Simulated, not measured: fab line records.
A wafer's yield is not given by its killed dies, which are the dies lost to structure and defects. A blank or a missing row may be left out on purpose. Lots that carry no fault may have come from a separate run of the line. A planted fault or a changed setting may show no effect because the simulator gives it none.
Which tool is to blame? + flow nand_harc + 24 lots, 72 wafers sampled, at 5 steps of a route of 1302

== WHAT THE GAUGES READ, wafer by wafer ==
NHARC_P_M0_INSPECT_11.
| lot  | measured     | on                | raw_defect_count |
|------|--------------|-------------------|------------------|
| L074 | day 6 07:04  | defect_inspect-01 | 16 7 10          |
| L075 | day 6 07:30  | defect_inspect-01 | 3 2 1            |
| L076 | day 6 20:20  | defect_inspect-01 | 5 4 5            |
| L077 | day 7 11:16  | defect_inspect-01 | 2 5 5            |
| L078 | day 7 18:01  | defect_inspect-01 | 6 4 5            |
| L079 | day 8 00:50  | defect_inspect-02 | 5 4 2            |
| L080 | day 8 17:40  | defect_inspect-01 | 4 3 1            |
| L081 | day 9 10:04  | defect_inspect-01 | 1 4 3            |
| L082 | day 9 14:09  | defect_inspect-01 | 5 4 3            |
| L083 | day 9 23:28  | defect_inspect-02 | 4 8 9            |
| L084 | day 10 17:34 | defect_inspect-01 | 3 2 4            |
| L085 | day 10 19:41 | defect_inspect-02 | 3 4 4            |
| L087 | day 11 07:07 | defect_inspect-01 | 9 10 7           |
| L086 | day 11 07:36 | defect_inspect-01 | 4 3 2            |
| L089 | day 11 23:47 | defect_inspect-01 | 7 1 7            |
| L088 | day 12 00:46 | defect_inspect-01 | 2 4 3            |
| L090 | day 12 21:47 | defect_inspect-01 | 5 7 7            |
| L091 | day 12 23:08 | defect_inspect-01 | 8 4 4            |
| L092 | day 13 15:34 | defect_inspect-02 | 5 8 15           |
| L093 | day 13 20:14 | defect_inspect-01 | 5 4 3            |
| L094 | day 14 08:25 | defect_inspect-01 | 6 2 6            |
| L095 | day 15 01:07 | defect_inspect-01 | 4 5 2            |
| L096 | day 15 11:35 | defect_inspect-02 | 5 5 7            |
| L097 | day 15 11:55 | defect_inspect-01 | 9 5 5            |

NHARC_P_M0_THK_MEAS_24: measures by xrf.
| lot  | measured     | on            | thk_nm (nm)       |
|------|--------------|---------------|-------------------|
| L074 | day 6 09:26  | film_metro-01 | 119.0 117.4 119.1 |
| L075 | day 6 09:53  | film_metro-01 | 117.9 117.2 120.3 |
| L076 | day 6 22:42  | film_metro-02 | 116.4 119.8 116.9 |
| L077 | day 7 13:42  | film_metro-01 | 117.0 116.8 117.4 |
| L078 | day 7 20:23  | film_metro-01 | 117.2 118.9 118.7 |
| L079 | day 8 03:19  | film_metro-01 | 116.9 115.8 114.0 |
| L080 | day 8 20:03  | film_metro-02 | 117.9 116.8 118.5 |
| L081 | day 9 12:26  | film_metro-02 | 119.5 117.9 116.5 |
| L082 | day 9 16:32  | film_metro-02 | 118.8 117.8 115.0 |
| L083 | day 10 02:08 | film_metro-02 | 117.6 117.4 113.6 |
| L084 | day 10 19:58 | film_metro-02 | 117.1 117.0 116.1 |
| L085 | day 10 22:04 | film_metro-02 | 120.8 115.5 120.2 |
| L087 | day 11 09:29 | film_metro-02 | 119.9 117.8 119.3 |
| L086 | day 11 10:01 | film_metro-02 | 116.2 116.6 117.5 |
| L089 | day 12 02:22 | film_metro-02 | 116.2 115.9 116.3 |
| L088 | day 12 03:09 | film_metro-02 | 114.2 115.8 116.6 |
| L090 | day 13 00:13 | film_metro-01 | 117.5 116.7 116.4 |
| L091 | day 13 01:37 | film_metro-02 | 117.4 116.6 118.7 |
| L092 | day 13 18:02 | film_metro-01 | 116.8 117.3 117.5 |
| L093 | day 13 22:39 | film_metro-01 | 115.8 116.0 115.9 |
| L094 | day 14 10:59 | film_metro-01 | 118.0 116.6 116.3 |
| L095 | day 15 03:51 | film_metro-01 | 115.1 116.2 118.8 |
| L096 | day 15 14:35 | film_metro-02 | 115.6 117.6 116.3 |
| L097 | day 15 14:17 | film_metro-01 | 115.9 116.9 117.1 |

== WHAT TOOL EACH LOT RAN ON (gives the tool, then ch and the chambers of the sampled wafers, and finally the start) ==
| lot  | NHARC_P_M0_DESCUM_14               | NHARC_P_M0_ETCH_34                 | NHARC_P_M0_ETCH_15                            |
|------|------------------------------------|------------------------------------|-----------------------------------------------|
| L074 | rie_diel-07 ch 1,2, day 6 07:08    | rie_diel-07 ch 0,2, day 6 07:13    | rie_diel-07 ch 0,1, day 6 09:26 or earlier    |
| L075 | rie_diel-07 ch 0,2,3, day 6 07:35  | rie_diel-07 ch 0,1,2, day 6 07:39  | rie_diel-07 ch 0,1, day 6 09:53 or earlier    |
| L076 | rie_diel-04 ch 0,1,3, day 6 20:25  | rie_diel-04 ch 1,2,3, day 6 20:29  | rie_diel-04 ch 0,1,2, day 6 22:42 or earlier  |
| L077 | rie_diel-02 ch 0,1,2, day 7 11:21  | rie_diel-02 ch 0,3, day 7 11:25    | rie_diel-02 ch 0,1, day 7 13:42 or earlier    |
| L078 | rie_diel-07 ch 0,2, day 7 18:05    | rie_diel-07 ch 2,3, day 7 18:09    | rie_diel-07 ch 1,2, day 7 20:23 or earlier    |
| L079 | rie_diel-07 ch 0,1,3, day 8 00:54  | rie_diel-07 ch 2,3, day 8 00:59    | rie_diel-07 ch 0,1,3, day 8 03:19 or earlier  |
| L080 | rie_diel-07 ch 0,1,2, day 8 17:45  | rie_diel-07 ch 0,3, day 8 17:49    | rie_diel-07 ch 0,3, day 8 20:03 or earlier    |
| L081 | rie_diel-04 ch 0,2, day 9 10:08    | rie_diel-04 ch 1,2,3, day 9 10:13  | rie_diel-04 ch 0,1,3, day 9 12:26 or earlier  |
| L082 | rie_diel-02 ch 0,2, day 9 14:13    | rie_diel-02 ch 1,2,3, day 9 14:18  | rie_diel-02 ch 0,3, day 9 16:32 or earlier    |
| L083 | rie_diel-04 ch 1,2, day 9 23:32    | rie_diel-04 ch 0,1, day 9 23:37    | rie_diel-04 ch 0,2,3, day 10 02:08 or earlier |
| L084 | rie_diel-02 ch 2,3, day 10 17:38   | rie_diel-02 ch 1,2,3, day 10 17:43 | rie_diel-02 ch 0,1,3, day 10 19:58 or earlier |
| L085 | rie_diel-07 ch 0,2, day 10 19:46   | rie_diel-07 ch 0,3, day 10 19:50   | rie_diel-07 ch 0,1,2, day 10 22:04 or earlier |
| L087 | rie_diel-02 ch 0,1,3, day 11 07:11 | rie_diel-02 ch 0,1,2, day 11 07:16 | rie_diel-02 ch 0,3, day 11 09:29 or earlier   |
| L086 | rie_diel-02 ch 0,1,2, day 11 07:40 | rie_diel-02 ch 0,2, day 11 07:45   | rie_diel-02 ch 0,2, day 11 10:01 or earlier   |
| L089 | rie_diel-07 ch 1,2,3, day 11 23:51 | rie_diel-07 ch 1,3, day 11 23:58   | rie_diel-07 ch 1,2,3, day 12 02:22 or earlier |
| L088 | rie_diel-04 ch 0,1,3, day 12 00:50 | rie_diel-04 ch 1,2,3, day 12 00:56 | rie_diel-04 ch 0,2,3, day 12 03:09 or earlier |
| L090 | rie_diel-07 ch 0,2, day 12 21:50   | rie_diel-07 ch 0,3, day 12 21:56   | rie_diel-07 ch 0,2, day 13 00:13 or earlier   |
| L091 | rie_diel-07 ch 0,2, day 12 23:13   | rie_diel-07 ch 0,2,3, day 12 23:19 | rie_diel-07 ch 2,3, day 13 01:37 or earlier   |
| L092 | rie_diel-07 ch 2,3, day 13 15:38   | rie_diel-07 ch 0,2, day 13 15:44   | rie_diel-07 ch 0,2,3, day 13 18:02 or earlier |
| L093 | rie_diel-04 ch 0,2, day 13 20:18   | rie_diel-04 ch 1,2,3, day 13 20:24 | rie_diel-04 ch 2,3, day 13 22:39 or earlier   |
| L094 | rie_diel-04 ch 0,1, day 14 08:29   | rie_diel-04 ch 0,2,3, day 14 08:43 | rie_diel-04 ch 1,2,3, day 14 10:59 or earlier |
| L095 | rie_diel-07 ch 2,3, day 15 01:11   | rie_diel-07 ch 1,2, day 15 01:17   | rie_diel-07 ch 1,2,3, day 15 03:51 or earlier |
| L096 | rie_diel-07 ch 0,1,2, day 15 11:39 | rie_diel-07 ch 2,3, day 15 11:44   | rie_diel-07 ch 2,3, day 15 14:35 or earlier   |
| L097 | rie_diel-04 ch 0,2,3, day 15 11:59 | rie_diel-04 ch 1,2,3, day 15 12:04 | rie_diel-04 ch 0,1,3, day 15 14:17 or earlier |
- NHARC_P_M0_DESCUM_14: chemistry O2, time 3 s.
- NHARC_P_M0_ETCH_34: etches the open film in N2/H2, target depth 40 nm, overetch 12 nm, time 43.94 s.
- NHARC_P_M0_ETCH_15: etches the open film in C4F8/Ar, target depth 150 nm, overetch 15 nm, time 82.5 s.

== WHAT THE TOOLS THEMSELVES READ (means of the sampled wafers that have a number; where no wafer has one, the mark that the record gives instead) ==
NHARC_P_M0_DESCUM_14.
| lot  | tool        | drypump_motor_current_A (A) | oes_product_au (a.u.) | rf_vpp_V (V) | showerhead_plenum_p_Torr (Torr) | throttle_valve_pct (%) |
|------|-------------|-----------------------------|-----------------------|--------------|---------------------------------|------------------------|
| L074 | rie_diel-07 | 5.5                         | 0.993                 | 57.3         | 1.92                            | 11.318                 |
| L075 | rie_diel-07 | 5.9                         | 1.010                 | 58.6         | 1.94                            | 11.309                 |
| L076 | rie_diel-04 | 5.8                         | 1.003                 | 58.6         | 2.01                            | 11.306                 |
| L077 | rie_diel-02 | 6.4                         | 1.011                 | 57.6         | 1.88                            | 11.316                 |
| L078 | rie_diel-07 | 6.3                         | 1.005                 | 57.8         | 1.96                            | 11.313                 |
| L079 | rie_diel-07 | 5.4                         | 0.997                 | 57.8         | 1.89                            | 11.314                 |
| L080 | rie_diel-07 | 5.7                         | 1.004                 | 57.6         | 1.92                            | 11.321                 |
| L081 | rie_diel-04 | 5.3                         | 0.993                 | 57.7         | 1.96                            | 11.310                 |
| L082 | rie_diel-02 | 6.5                         | 1.000                 | 57.4         | 1.86                            | 11.316                 |
| L083 | rie_diel-04 | 5.6                         | 0.993                 | 57.8         | 1.98                            | 11.316                 |
| L084 | rie_diel-02 | 6.5                         | 1.013                 | 57.4         | 1.96                            | 11.307                 |
| L085 | rie_diel-07 | 6.3                         | 1.006                 | 58.2         | 1.96                            | 11.312                 |
| L087 | rie_diel-02 | 6.7                         | 1.003                 | 57.3         | 1.94                            | 11.305                 |
| L086 | rie_diel-02 | 6.4                         | 0.999                 | 58.2         | 1.98                            | 11.313                 |
| L089 | rie_diel-07 | 5.7                         | 1.000                 | 58.0         | 1.93                            | 11.319                 |
| L088 | rie_diel-04 | 5.8                         | 1.000                 | 58.1         | 1.99                            | 11.312                 |
| L090 | rie_diel-07 | 6.4                         | 1.007                 | 57.1         | 1.95                            | 11.301                 |
| L091 | rie_diel-07 | 6.3                         | 1.010                 | 57.9         | 1.95                            | 11.313                 |
| L092 | rie_diel-07 | 6.2                         | 1.006                 | 57.8         | 1.97                            | 11.307                 |
| L093 | rie_diel-04 | 5.6                         | 1.001                 | 57.6         | 1.96                            | 11.312                 |
| L094 | rie_diel-04 | 5.9                         | 1.004                 | 58.2         | 1.98                            | 11.301                 |
| L095 | rie_diel-07 | 5.8                         | 1.004                 | 57.7         | 1.95                            | 11.307                 |
| L096 | rie_diel-07 | 5.7                         | 0.990                 | 58.3         | 1.91                            | 11.319                 |
| L097 | rie_diel-04 | 5.5                         | 1.014                 | 58.0         | 1.97                            | 11.305                 |

NHARC_P_M0_ETCH_34.
| lot  | tool        | drypump_motor_current_A (A) | oes_product_au (a.u.) | rf_vpp_V (V) | showerhead_plenum_p_Torr (Torr) | throttle_valve_pct (%) |
|------|-------------|-----------------------------|-----------------------|--------------|---------------------------------|------------------------|
| L074 | rie_diel-07 | 6.3                         | 1.004                 | 431.7        | 2.10                            | 14.163                 |
| L075 | rie_diel-07 | 5.7                         | 0.996                 | 430.9        | 2.05                            | 14.172                 |
| L076 | rie_diel-04 | 5.5                         | 0.999                 | 432.4        | 2.13                            | 14.164                 |
| L077 | rie_diel-02 | 6.6                         | 1.014                 | 427.2        | 1.94                            | 14.178                 |
| L078 | rie_diel-07 | 5.8                         | 1.001                 | 431.9        | 2.08                            | 14.176                 |
| L079 | rie_diel-07 | 5.8                         | 0.998                 | 432.1        | 2.08                            | 14.167                 |
| L080 | rie_diel-07 | 5.6                         | 1.002                 | 430.0        | 2.01                            | 14.168                 |
| L081 | rie_diel-04 | 5.5                         | 0.998                 | 432.6        | 2.12                            | 14.176                 |
| L082 | rie_diel-02 | 6.4                         | 1.003                 | 431.2        | 2.06                            | 14.173                 |
| L083 | rie_diel-04 | 5.9                         | 1.010                 | 432.8        | 2.13                            | 14.184                 |
| L084 | rie_diel-02 | 6.4                         | 1.010                 | 431.4        | 2.06                            | 14.163                 |
| L085 | rie_diel-07 | 5.6                         | 1.008                 | 428.8        | 2.01                            | 14.165                 |
| L087 | rie_diel-02 | 6.4                         | 0.992                 | 432.3        | 2.11                            | 14.169                 |
| L086 | rie_diel-02 | 6.2                         | 1.006                 | 434.3        | 2.19                            | 14.166                 |
| L089 | rie_diel-07 | 5.2                         | 0.995                 | 429.7        | 2.03                            | 14.172                 |
| L088 | rie_diel-04 | 5.5                         | 0.998                 | 432.3        | 2.11                            | 14.178                 |
| L090 | rie_diel-07 | 5.6                         | 0.995                 | 429.2        | 2.01                            | 14.170                 |
| L091 | rie_diel-07 | 5.9                         | 1.008                 | 431.0        | 2.06                            | 14.168                 |
| L092 | rie_diel-07 | 6.3                         | 1.005                 | 431.7        | 2.09                            | 14.165                 |
| L093 | rie_diel-04 | 5.5                         | 1.004                 | 432.0        | 2.10                            | 14.173                 |
| L094 | rie_diel-04 | 5.5                         | 1.004                 | 431.3        | 2.10                            | 14.179                 |
| L095 | rie_diel-07 | 5.5                         | 0.983                 | 430.4        | 2.04                            | 14.172                 |
| L096 | rie_diel-07 | 6.2                         | 1.002                 | 432.0        | 2.11                            | 14.162                 |
| L097 | rie_diel-04 | 5.5                         | 1.002                 | 432.4        | 2.10                            | 14.163                 |

NHARC_P_M0_ETCH_15.
| lot  | tool        | oes_product_au (a.u.) | rf_vpp_V (V) |
|------|-------------|-----------------------|--------------|
| L074 | rie_diel-07 | 0.953                 | 439.2        |
| L075 | rie_diel-07 | 0.969                 | 439.2        |
| L076 | rie_diel-04 | 0.922                 | 442.7        |
| L077 | rie_diel-02 | 0.934                 | 437.5        |
| L078 | rie_diel-07 | 0.953                 | 440.7        |
| L079 | rie_diel-07 | 0.943                 | 439.9        |
| L080 | rie_diel-07 | 0.977                 | 441.7        |
| L081 | rie_diel-04 | 0.974                 | 442.8        |
| L082 | rie_diel-02 | 0.940                 | 437.0        |
| L083 | rie_diel-04 | 0.968                 | 443.0        |
| L084 | rie_diel-02 | 0.975                 | 442.0        |
| L085 | rie_diel-07 | 0.968                 | 440.7        |
| L087 | rie_diel-02 | 0.986                 | 443.9        |
| L086 | rie_diel-02 | 0.976                 | 444.4        |
| L089 | rie_diel-07 | 0.960                 | 441.6        |
| L088 | rie_diel-04 | 0.960                 | 443.2        |
| L090 | rie_diel-07 | 0.967                 | 442.6        |
| L091 | rie_diel-07 | 0.970                 | 442.8        |
| L092 | rie_diel-07 | 0.965                 | 440.3        |
| L093 | rie_diel-04 | 0.942                 | 441.8        |
| L094 | rie_diel-04 | 0.927                 | 441.7        |
| L095 | rie_diel-07 | 0.942                 | 441.3        |
| L096 | rie_diel-07 | 0.958                 | 442.0        |
| L097 | rie_diel-04 | 0.986                 | 443.0        |

== THE ANSWER, worked out from the rows above alone ==
Rule: the lots themselves supply what counts as usual. Put in order of their means at a reading, lots are off if they are a third of the lots or fewer, leave a main group of 4 or more, and stand apart from it by a gap of 3 or more times the standard deviation of the main group's means; of several such gaps the widest counts. A main group whose means are all the same, to the digits that the tables above print for the reading, isn't used. Also off: a lot with no number at a reading for which 4 or more lots have one. Where the step has rows for the other lots, those lots are counted as sound. Order of review: gauges by route order, followed by the tools' own readings, for which a lot's mean as printed above is used. The first step at which some lot is off is used, and at that step the reading that is off furthest; a lot without a number counts as furthest.
None of the lots is off at any reading shown; this tells nothing.

== WHAT THE SIMULATOR HAD PUT IN ==
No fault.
